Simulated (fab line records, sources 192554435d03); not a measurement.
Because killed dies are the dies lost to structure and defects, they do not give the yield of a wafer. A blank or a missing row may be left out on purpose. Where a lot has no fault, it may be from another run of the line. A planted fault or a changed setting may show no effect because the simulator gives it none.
A struck lot beside a sound one :: flow n5_finfet :: 36 out of 1938 route steps
Sound: wafers L267.1, L267.2, L267.5. Wafers struck: L254.2, L254.3, L254.4. At the end, the cause is stated.
For every step that has rows: the tool of each side, followed by ch and its chambers, followed by its first start. Under that, the readings that differ: sound wafers :: struck wafers :: difference of the means :: sigmas: that difference in standard deviations of wafers without a fault.
alike: a reading whose means differ by less than 2 such deviations, as well as words and numbers matching on both sides. not compared: withheld readings; readings where some wafer has no value; bounds like >300 that might hide an equal value; numbers whose values overlap and for which the record gives no deviation.
The two part at a step that has a row with sigmas, a row that says differs or no value, or rows on one side only. When numbers do not overlap yet have no deviation, they are printed without sigmas and do not part them. Lack of a reading on every wafer of one side parts them only where that side has two or more wafers.

first, 9 steps without rows for these wafers: N5_BEOL_M4_ANNEAL_95 (time 240 s); N5_BEOL_M4_SPUTTER_96 (material Cu, target thk 4.5 nm, time 8.29 s); N5_BEOL_M4_ECD_50 (material Cu, target thk 300 nm); N5_BEOL_M4_ANNEAL_51 (time 90 s); N5_BEOL_M4_CMP_52 (polishes, stops on SiOC, t overpolish 6.8 s, target thk 40 nm); N5_BEOL_M4_PRE_CLEAN_60 (time 15 s); N5_BEOL_M4_CO_CAP_55 (material Co, precursor CCTBA/H2, target thk 2 nm, time 102.1 s); N5_BEOL_M4_PRE_CLEAN_56 (time 15 s); N5_BEOL_M4_DEP_57 (deposits SiCN from 3MS/NH3, target thk 8 nm, time 14 s).
N5_BEOL_M4_RC_MEAS_101:
  sound on prober-01 ch 0, day 19 02:24; struck on prober-02 ch 0, day 16 00:38
  alike: DIBL_N, DIBL_P, IOFF_N, IOFF_P, ION_N, ION_P, SS_N, SS_P, VT_N, VT_P
then, 24 steps without rows for these wafers: N5_BEOL_M5_ILD_DEP_00 (deposits SiCOH lowk from DEMS/porogen, target thk 140.64 nm, time 25.9 s); N5_BEOL_M5_CURE_79 (cures SiCOH lowk, time 240 s); N5_BEOL_M5_PECVD_70 (deposits SiO2 from TEOS/O2, target thk 16 nm, time 18 s); N5_BEOL_M5_HM_DEP_02 (deposits TiN, target thk 20 nm); N5_BEOL_M5_COAT_59 (time 60 s, resist thk 60 nm); N5_BEOL_M5_COAT_60 (time 60 s, resist thk 12 nm); N5_BEOL_M5_COAT_71 (time 60 s, resist thk 5 nm); N5_BEOL_M5_COAT_05 (resist thk 30 nm); N5_BEOL_M5_EBR_07; N5_BEOL_M5_SOFTBAKE_06 (time 60 s); N5_BEOL_M5_EXPOSE_08 (exposes mask M5, target cd 28 nm); N5_BEOL_M5_PEB_09 (peb time 60 s); N5_BEOL_M5_DEVELOP_10 (develop time 30 s); N5_BEOL_M5_DESCUM_16 (chemistry O2, time 7 s); N5_BEOL_M5_ETCH_72 (etches underlayer in N2/H2, target depth 6.5 nm, time 5.2 s); N5_BEOL_M5_ETCH_61 (etches SiARC in CF4, target depth 15.6 nm, time 26 s); N5_BEOL_M5_ETCH_62 (etches SOC in N2/H2, target depth 75 nm, overetch 15 nm, time 112.5 s); N5_BEOL_M5_STRIP_63 (strips in N2/H2); N5_BEOL_M5_STRIP_73 (strips in N2/H2); N5_BEOL_M5_STRIP_64 (strips in CF4); N5_BEOL_M5_HM_OPEN_17 (chemistry Cl2/BCl3, target TiN, target depth 20 nm, overetch 6 nm); N5_BEOL_M5_STRIP_19 (strips in O2); N5_BEOL_M5_COAT_65 (time 60 s, resist thk 60 nm); N5_BEOL_M5_COAT_66 (time 60 s, resist thk 12 nm).
N5_BEOL_M6_DEP_56: deposits SiCN from 3MS/NH3, target thk 10 nm, time 17.5 s.
  sound on pecvd-02 ch 1,2, day 20 03:20; struck on pecvd-04 ch 0,2, day 16 22:38
  no value came back on the struck wafers for chamber_pressure_Torr (Torr), rf_fwd_power_W (W), showerhead_plenum_p_Torr (Torr), throttle_valve_pct (%); on the sound wafers chamber_pressure_Torr (Torr) reads 2.996 2.997 3.010
-- here the record skips 4 days between the struck wafers' starts before and after, leaving off in module BEOL_M6 and picking up in module PASSIVATION (first step shown: number 1936 of the route) --
N5_PASSIVATION_PROBE_49:
  sound on prober-01 at day 24 02:44; struck on prober-02 at day 20 18:44
reading: defect_limited_yield (%)
sound: 88.2 90.2 90.3
struck: 0 0 0
difference: -90
sigmas: -60

reading: killed_at_M4_up
sound: 10 15 10
struck: 1067 1074 1045
difference: +1050
sigmas: +99 or more

reading: killed_dies
sound: 139 116 115
struck: 1180 1180 1180
difference: +1057
sigmas: +59

reading: killed_on_rim
sound: 18 20 14
struck: 152 152 152
difference: +135
sigmas: +37

reading: sort_bin_5_function (%)
sound: 6.3 4.8 5.0
struck: 95.6 95.8 94.7
difference: +90.0
sigmas: +82

reading: sort_n_pass
sound: 1041 1064 1065
struck: 0 0 0
difference: -1057
sigmas: -59

reading: sort_yield_pct (%)
sound: 88.2 90.2 90.3
struck: 0 0 0
difference: -90
sigmas: -60
  alike: killed_at_M0_to_M3, killed_at_contacts, killed_at_front_end, killed_at_other, killed_open, killed_short, sort_bin_6_memory, sort_bin_8_speed

WHERE THEY PART
Last at N5_PASSIVATION_PROBE_49 as far as this record goes, first at N5_BEOL_M6_DEP_56.

WHY: what had been put in by the simulator
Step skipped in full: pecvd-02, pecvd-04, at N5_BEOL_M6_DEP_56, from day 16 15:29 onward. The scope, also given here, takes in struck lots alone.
